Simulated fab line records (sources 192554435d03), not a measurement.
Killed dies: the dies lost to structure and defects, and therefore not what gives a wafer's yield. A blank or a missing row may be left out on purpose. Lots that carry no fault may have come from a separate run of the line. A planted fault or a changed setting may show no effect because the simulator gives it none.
Chamber matching ; flow n5_finfet ; 4 sister chambers for N5_GATE_CUT_CMP_43 on cmp-04
The step polishes SiO2. 8 wafers are shown with their chamber, then 12 later ones without.

## EACH WAFER AND ITS CHAMBER
wafer;chamber;motor_current_A (A);slurry_filter_dp_kPa (kPa)
L081.3;3;12.9;13.52
L083.1;3;12.6;13.43
L085.6;2;12.8;13.40
L086.3;2;13.9;13.76
L086.4;0;11.1;13.26
L090.1;0;11.1;13.48
L090.3;1;12.1;13.47
L090.5;1;11.6;13.39

## WAFERS MISSING THEIR CHAMBER
wafer;motor_current_A (A);slurry_filter_dp_kPa (kPa)
L093.2;11.8;13.86
L093.4;13.4;13.50
L093.6;13.0;13.68
L092.1;12.5;13.46
L092.2;12.3;13.43
L092.3;11.6;13.51
L094.3;12.3;13.63
L094.5;11.9;13.54
L094.6;12.6;13.51
L095.1;12.4;13.60
L095.3;12.0;13.45
L095.6;12.9;13.82

## CHAMBER TAKEN BY EACH
wafer;from the rows above;in truth
L093.2;can't be placed: 1 or 3 or 0 or 2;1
L093.4;can't be placed: 2 or 3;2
L093.6;can't be placed: 2 or 3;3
L092.1;can't be placed: 3 or 1 or 2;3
L092.2;can't be placed: 1 or 3 or 2 or 0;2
L092.3;can't be placed: 1 or 0 or 3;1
L094.3;can't be placed: 3 or 1 or 2 or 0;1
L094.5;can't be placed: 1 or 3 or 0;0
L094.6;can't be placed: 3 or 2 or 1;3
L095.1;can't be placed: 3 or 1 or 2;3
L095.3;can't be placed: 1 or 3 or 0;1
L095.6;can't be placed: 2 or 3 or 1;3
Correctly placed: 0 of 12. These rows do not allow placing 12 (true chamber among the candidates in 12). Wrongly placed: 0.
How it was worked out, from the rows above alone: a wafer's distance from a chamber is the root of the sum, over the readings, of the square of ((its reading less the chamber's mean) divided by the reading's scatter). The wafer belongs to the nearest chamber; if the next one is less than 2 further off, it can't be placed. The mean given for a chamber averages the wafers shown for that chamber. How the scatter is found: for the shown wafers, subtract from each reading the mean of its chamber, square and add these, divide the total by (wafers less chambers), then take the root.
